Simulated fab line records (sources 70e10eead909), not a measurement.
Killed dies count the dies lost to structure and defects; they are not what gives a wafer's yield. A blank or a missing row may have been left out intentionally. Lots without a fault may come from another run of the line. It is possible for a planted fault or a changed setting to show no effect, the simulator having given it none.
Matching of chambers -- flow nand harc -- NHARC_P_M0_DESCUM_14 on rie diel-04 has 4 sister chambers
The step chemistry O2, time 3 s. 4 wafers are shown with their chamber, then 12 later ones without.

WAFERS, EACH WITH ITS CHAMBER
wafer,chamber,drypump motor current A (A)
L088.4,0,6.39
L087.1,2,6.00
L087.4,3,5.97
L087.6,1,6.13

WAFERS WITH NO CHAMBER GIVEN
wafer,drypump motor current A (A)
L092.3,6.13
L092.4,6.41
L092.6,5.99
L093.2,6.38
L093.4,6.14
L093.5,6.01
L094.1,5.97
L094.3,6.12
L094.4,5.98
L096.1,5.99
L096.3,6.37
L096.6,6.01

EACH ONE'S CHAMBER
wafer,from the rows above,in truth
L092.3,1,1
L092.4,0,0
L092.6,can't be placed: 2 or 3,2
L093.2,0,0
L093.4,1,1
L093.5,2,2
L094.1,3,3
L094.3,1,1
L094.4,can't be placed: 3 or 2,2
L096.1,can't be placed: 2 or 3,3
L096.3,0,0
L096.6,2,2
9 of 12 placed correctly. Unplaceable from these rows: 3, with the true chamber sitting among the candidates in 3. Placed wrongly: 0.
How it was worked out, from the rows above alone: a wafer's distance from a chamber is the root of the sum, over the readings, of the square of ((its reading less the chamber's mean) divided by the reading's scatter). If the next closest chamber is less than 2 further off than the closest, the wafer can't be placed; otherwise it belongs to the closest. For every chamber, the mean is computed from those of its wafers that are shown. The scatter (one wafer shown for each chamber): square how far every hidden wafer sits from the nearest shown wafer, average those squares and take the square root.
